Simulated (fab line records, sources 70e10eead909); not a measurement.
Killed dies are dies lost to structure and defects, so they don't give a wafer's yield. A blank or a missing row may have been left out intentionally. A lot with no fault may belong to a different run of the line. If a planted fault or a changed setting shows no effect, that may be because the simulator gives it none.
Tool commonality check + flow nand_harc + 12 lots and 36 wafers in the sample

WHY THIS WAS OPENED
At NHARC_P_GATE_CD_MEAS_26 the reading cd_nm is flagged on 2 of 12 lots. Fault-free wafers read 120.1 nm, with a standard deviation of 0.46.
Rule: a lot is flagged in two cases, either no wafer of it has a number, or all its wafers with numbers fall more than 4 standard deviations from that mean. The rest of the lots are taken to be sound.

| lot  | measured     | on        | cd_nm (nm), wafer by wafer | flag    |
|------|--------------|-----------|----------------------------|---------|
| L129 | day 4 23:29  | cd_sem-03 | 119.2 119.7 120.1          |         |
| L130 | day 5 13:41  | cd_sem-03 | 120.3 120.7 120.9          |         |
| L132 | day 6 09:16  | cd_sem-01 | 120.1 119.9 119.1          |         |
| L134 | day 7 03:11  | cd_sem-03 | 120.1 120.1 120.1          |         |
| L133 | day 7 03:20  | cd_sem-01 | 120.9 120.3 120.9          |         |
| L136 | day 8 02:38  | cd_sem-02 | 120.7 120.3 120.9          |         |
| L138 | day 8 19:42  | cd_sem-03 | 119.3 120.1 120.3          |         |
| L141 | day 9 22:53  | cd_sem-01 | 120.3 120.0 119.8          |         |
| L147 | day 12 19:05 | cd_sem-03 | 115.7 116.1 116.4          | FLAGGED |
| L149 | day 13 09:16 | cd_sem-01 | 115.7 116.6 116.0          | FLAGGED |
| L150 | day 13 22:07 | cd_sem-02 | 120.1 119.9 120.1          |         |
| L151 | day 14 07:27 | cd_sem-01 | 119.8 119.7 119.7          |         |
On average the flagged lots' numbers are 116.1 nm, which is -4.0 nm against the usual, or -9 standard deviations.

TOOL THAT RAN EACH LOT
Before the reading, the record contains 2 process steps out of a 1302-step route. Each cell gives the tool, then ch followed by the chambers the sampled wafers passed through, then the start.
| lot  | flag    | NHARC_P_GATE_DEP_103            | NHARC_P_GATE_PEB_24               |
|------|---------|---------------------------------|-----------------------------------|
| L129 |         | pecvd-02 ch 0,1,2, day 4 22:56  | litho_track-01 ch 0, day 4 23:25  |
| L130 |         | pecvd-02 ch 0,2, day 5 12:59    | litho_track-04 ch 0, day 5 13:36  |
| L132 |         | pecvd-04 ch 0,1,2, day 6 08:43  | litho_track-04 ch 0, day 6 09:11  |
| L134 |         | pecvd-02 ch 1,2, day 7 02:34    | litho_track-01 ch 0, day 7 03:07  |
| L133 |         | pecvd-01 ch 1,2, day 7 02:40    | litho_track-04 ch 0, day 7 03:16  |
| L136 |         | pecvd-04 ch 0,1,2, day 8 01:56  | litho_track-04 ch 0, day 8 02:33  |
| L138 |         | pecvd-01 ch 0,2, day 8 19:11    | litho_track-06 ch 0, day 8 19:37  |
| L141 |         | pecvd-02 ch 0,2, day 9 22:13    | litho_track-01 ch 0, day 9 22:49  |
| L147 | FLAGGED | pecvd-01 ch 0,1,2, day 12 18:35 | litho_track-06 ch 0, day 12 19:01 |
| L149 | FLAGGED | pecvd-01 ch 0,1, day 13 08:35   | litho_track-06 ch 0, day 13 09:11 |
| L150 |         | pecvd-01 ch 1,2, day 13 21:26   | litho_track-04 ch 0, day 13 22:02 |
| L151 |         | pecvd-02 ch 1,2, day 14 06:48   | litho_track-01 ch 0, day 14 07:22 |
What the steps here do:
- NHARC_P_GATE_DEP_103: deposits SiON, target thk 30 nm.
- NHARC_P_GATE_PEB_24: peb time 65 s.
- NHARC_P_GATE_CD_MEAS_26: target cd 120 nm.

FLAGGED OVER TOTAL, TOOL BY TOOL (the gauges that took the reading come last)
| step                    | tool           | lots run | flagged | share of the flagged lots | sound lots run after its first flagged lot |
|-------------------------|----------------|----------|---------|---------------------------|--------------------------------------------|
| NHARC_P_GATE_DEP_103    | pecvd-01       | 5        | 2       | all                       | 1 (L150)                                   |
| NHARC_P_GATE_DEP_103    | pecvd-02       | 5        | 0       | none                      | -                                          |
| NHARC_P_GATE_DEP_103    | pecvd-04       | 2        | 0       | none                      | -                                          |
| NHARC_P_GATE_PEB_24     | litho_track-01 | 4        | 0       | none                      | -                                          |
| NHARC_P_GATE_PEB_24     | litho_track-04 | 5        | 0       | none                      | -                                          |
| NHARC_P_GATE_PEB_24     | litho_track-06 | 3        | 2       | all                       | 0                                          |
| NHARC_P_GATE_CD_MEAS_26 | cd_sem-01      | 5        | 1       | some                      | 1 (L151)                                   |
| NHARC_P_GATE_CD_MEAS_26 | cd_sem-02      | 2        | 0       | none                      | -                                          |
| NHARC_P_GATE_CD_MEAS_26 | cd_sem-03      | 5        | 1       | some                      | 0                                          |

THE TABLE: WHAT IT ALLOWS
In 2 table rows, all flagged lots were run: pecvd-01 (NHARC_P_GATE_DEP_103), litho_track-06 (NHARC_P_GATE_PEB_24).
- pecvd-01 at NHARC_P_GATE_DEP_103: 2 of its 5 lots flagged. After the first flagged lot (L150), sound lots still ran on it; a lasting fault on the whole tool would not permit that.
- litho_track-06 at NHARC_P_GATE_PEB_24: 2 of its 3 lots flagged. Its last sound lot is L138 (day 8 19:37), its first flagged lot L147 (day 12 19:01): a fault that began between those two fits.
Just one tool remains: litho_track-06 at NHARC_P_GATE_PEB_24.

WHAT THE SIMULATOR PUT IN
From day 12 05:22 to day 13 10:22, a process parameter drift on litho_track-06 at NHARC_P_GATE_PEB_24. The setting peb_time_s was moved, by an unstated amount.
Struck lots among those shown: L147, L149. The rule above found the same.
